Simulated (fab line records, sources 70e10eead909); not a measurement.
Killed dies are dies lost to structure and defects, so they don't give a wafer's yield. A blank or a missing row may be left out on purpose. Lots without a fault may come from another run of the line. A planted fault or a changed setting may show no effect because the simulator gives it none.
Problem report in the 8D (eight disciplines) form, filled by code | flow nand_harc | the parts of the form that need people (team, actions taken, sign-off) are left out

1. THE PROBLEM
time_to_endpoint_s at NHARC_P_M0_CMP_23 reads a mean of 40.8 s on 2 wafers of 2 lots; wafers without a fault read 29.4 s with a standard deviation of 2.2. That is +5.2 standard deviations from the usual mean.
The step: polishes, t overpolish 20 s, target thk 117.53 nm.
First seen on wafer L789.1, day 8 03:05, on cmp-04. The record holds 36 wafers of 12 lots with a number at this step. Rule for "out", or "out of limits": more than 4 standard deviations from the usual mean. The other wafers with a number count as sound.

2. WHAT IT IS AND WHAT IT IS NOT
question                    | is                 | is not
which readings at this step | time_to_endpoint_s | motor_current_A
which lots                  | L789, L791         | L782, L783, L784, L785, L787, L790, L798, L799, L801, L802
which wafers of those lots  | L789.1, L791.2     | L789.3, L789.5, L791.4, L791.6
read on which tools         | cmp-04             | cmp-01, cmp-03
when                        | from day 8 03:05   | up to then (17 sound wafers); but 17 sound wafers of L790, L791, L798, L799, L801, L802 came after

3. SUSPECTS, AND WHAT RULES EACH OUT
Counting: a tool at a process step up to the reading stays a suspect if it ran every lot that is out. Sound lots after the first of them don't rule it out here, since some wafers of a struck lot are sound.
- ecd_cu-02 at NHARC_P_M0_ECD_22 (material Cu, target thk 400 nm): kept. It ran every lot that is out, first L789 (day 8 02:25); its last sound lot up to then is L787 (day 7 16:52).
- cmp-04 at NHARC_P_M0_CMP_23 (polishes, t overpolish 20 s, target thk 117.53 nm): kept. It ran every lot that is out, first L789 (day 8 03:05). Its own readings are out on those wafers: time_to_endpoint_s.
Left after counting: ecd_cu-02 at NHARC_P_M0_ECD_22, cmp-04 at NHARC_P_M0_CMP_23.

4. THE CAUSE (what the simulator had put in)
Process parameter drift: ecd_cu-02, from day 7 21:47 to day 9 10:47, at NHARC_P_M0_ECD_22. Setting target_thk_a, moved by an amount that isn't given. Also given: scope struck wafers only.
Counting left 2 suspects, and this tool is among them.

5. THE CHAIN OF EFFECTS, in route order
Each row: a reading whose mean over the struck wafers that have a number lies more than 3 standard deviations from the usual. Only readings for which the record gives a usual standard deviation are gone through. hours: the time from each lot's start at the first step in this table that gives one to its start at this step, as a median over the lots. sigmas: the change in usual standard deviations.
hours | step              | reading            | usual  | on struck wafers | change | sigmas
0     | NHARC_P_M0_CMP_23 | time_to_endpoint_s | 29.4 s | 40.8             | +11.4  | +5.2
The process steps in it:
- NHARC_P_M0_CMP_23: polishes, t overpolish 20 s, target thk 117.53 nm.
Later measuring or inspecting steps at which every struck wafer that the step has a row for has a number for every such reading, and none has moved that far: NHARC_END_SORT_01.

6. WHAT WOULD HAVE CAUGHT IT SOONER
In this record the first reading out of limits was taken at day 8 03:05, 5 hours after the fault began at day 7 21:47.
Of the lots that are out (2), L791 began NHARC_P_M0_ECD_22 on ecd_cu-02 after day 8 03:05. A hold on the tool at that time would have spared it.
